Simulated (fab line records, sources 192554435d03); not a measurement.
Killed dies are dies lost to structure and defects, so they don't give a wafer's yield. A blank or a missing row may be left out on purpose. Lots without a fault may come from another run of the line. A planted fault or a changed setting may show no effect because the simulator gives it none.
Chamber matching | flow n5_finfet | N5_BEOL_M7_ETCH_72 on rie_diel-04: 4 sister chambers
The step etches underlayer in N2/H2, target depth 6.5 nm, time 5.2 s. 4 wafers are shown with their chamber, then 11 later ones without.

WAFERS WITH THEIR CHAMBER
wafer  | chamber | showerhead_plenum_p_Torr (Torr)
L085.2 | 3       | 2.62
L085.5 | 1       | 2.63
L085.6 | 2       | 2.62
L087.2 | 0       | 2.50

WAFERS WITHOUT THEIR CHAMBER
wafer  | showerhead_plenum_p_Torr (Torr)
L087.4 | 2.62
L087.6 | 2.63
L088.1 | 2.61
L088.5 | 2.50
L088.6 | 2.62
L092.1 | 2.49
L092.2 | 2.62
L092.4 | 2.62
L097.1 | 2.61
L097.4 | 2.62
L097.6 | 2.62

WHICH CHAMBER EACH WENT THROUGH
wafer  | from the rows above          | in truth
L087.4 | can't be placed: 2 or 3 or 1 | 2
L087.6 | can't be placed: 1 or 2 or 3 | 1
L088.1 | can't be placed: 2 or 3 or 1 | 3
L088.5 | 0                            | 0
L088.6 | can't be placed: 2 or 3 or 1 | 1
L092.1 | 0                            | 0
L092.2 | can't be placed: 2 or 3 or 1 | 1
L092.4 | can't be placed: 2 or 3 or 1 | 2
L097.1 | can't be placed: 2 or 3 or 1 | 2
L097.4 | can't be placed: 2 or 3 or 1 | 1
L097.6 | can't be placed: 2 or 3 or 1 | 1
Placed correctly: 2 of 11. Can't be placed from these rows: 9 (the true chamber is among the candidates in 9). Placed wrongly: 0.
How it was worked out, from the rows above alone: a wafer's distance from a chamber is the root of the sum, over the readings, of the square of ((its reading less the chamber's mean) divided by the reading's scatter). The wafer belongs to the nearest chamber; if the next one is less than 2 further off, it can't be placed. A chamber's mean is the mean of its shown wafers. The scatter: with one shown wafer a chamber, the root of the mean of the squares of how far each hidden wafer lies from its nearest shown one.
